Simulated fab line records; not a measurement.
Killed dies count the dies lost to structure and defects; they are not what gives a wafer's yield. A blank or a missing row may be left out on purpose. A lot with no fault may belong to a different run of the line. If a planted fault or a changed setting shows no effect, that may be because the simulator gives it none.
Matching of chambers    flow n5 finfet    4 sister chambers for N5_BEOL_M7_CMP_52 on cmp-04
The step polishes, stops on SiCOH lowk, t overpolish 6.9 s, target thk 80 nm. 18 wafers are shown with their chamber, then 9 later ones without.

== WAFERS, EACH WITH ITS CHAMBER ==
wafer   chamber  motor current A (A)  overpolish run s (s)  time to endpoint s (s)
L075.2  1        7.1                  6.907                 62
L075.3  2        5.6                  6.888                 58
L075.5  3        6.2                  6.909                 63
L074.3  3        5.4                  6.915                 64
L074.4  1        6.9                  6.886                 65
L074.5  2        5.5                  6.889                 56
L079.2  2        5.2                  6.890                 59
L079.3  1        7.0                  6.895                 65
L079.4  0        5.7                  6.886                 61
L081.2  1        6.6                  6.886                 65
L081.5  2        5.4                  6.886                 60
L081.6  1        6.4                  6.901                 65
L086.1  1        7.0                  6.892                 63
L086.4  3        5.9                  6.907                 64
L086.6  3        6.0                  6.908                 63
L084.2  3        5.9                  6.914                 68
L084.4  0        5.7                  6.885                 59
L084.6  0        5.7                  6.891                 59

SIGNATURES (means of the wafers above)
reading             chamber 0  chamber 1  chamber 2  chamber 3  scatter within a chamber
motor current A     5.700      6.833      5.425      5.880      0.24
overpolish run s    6.88733    6.89450    6.88825    6.91060    0.00556
time to endpoint s  59.67      64.17      58.25      64.40      1.64
Rule: for each reading, subtract the chamber's mean from the wafer's reading, divide by that reading's scatter and square the result; add these up over the readings and take the root, which gives the wafer's distance from the chamber. The wafer belongs to the nearest chamber; if the next one is less than 2 further off, it can't be placed. The scatter is the square root of a quotient: the sum, over the shown wafers, of each reading's squared deviation from its chamber's mean, divided by wafers minus chambers.

== WAFERS WHOSE CHAMBER IS MISSING ==
wafer   motor current A (A)  overpolish run s (s)  time to endpoint s (s)
L089.4  6.8                  6.894                 66
L089.5  6.2                  6.884                 66
L089.6  5.4                  6.885                 61
L097.2  5.3                  6.897                 61
L097.3  5.9                  6.891                 68
L097.5  6.6                  6.903                 69
L096.3  6.5                  6.903                 67
L096.4  5.4                  6.903                 63
L096.6  6.6                  6.906                 62

== THE CHAMBER EACH PASSED THROUGH ==
wafer   from the rows above           in truth
L089.4  1                             1
L089.5  can't be placed: 1 or 0 or 3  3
L089.6  can't be placed: 0 or 2       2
L097.2  can't be placed: 2 or 0 or 3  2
L097.3  can't be placed: 3 or 1 or 0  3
L097.5  can't be placed: 1 or 3       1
L096.3  can't be placed: 1 or 3       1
L096.4  can't be placed: 3 or 0 or 2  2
L096.6  can't be placed: 1 or 3       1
Placed correctly: 1 of 9. Unplaceable from these rows: 8, with the true chamber sitting among the candidates in 8. Wrongly placed: 0.
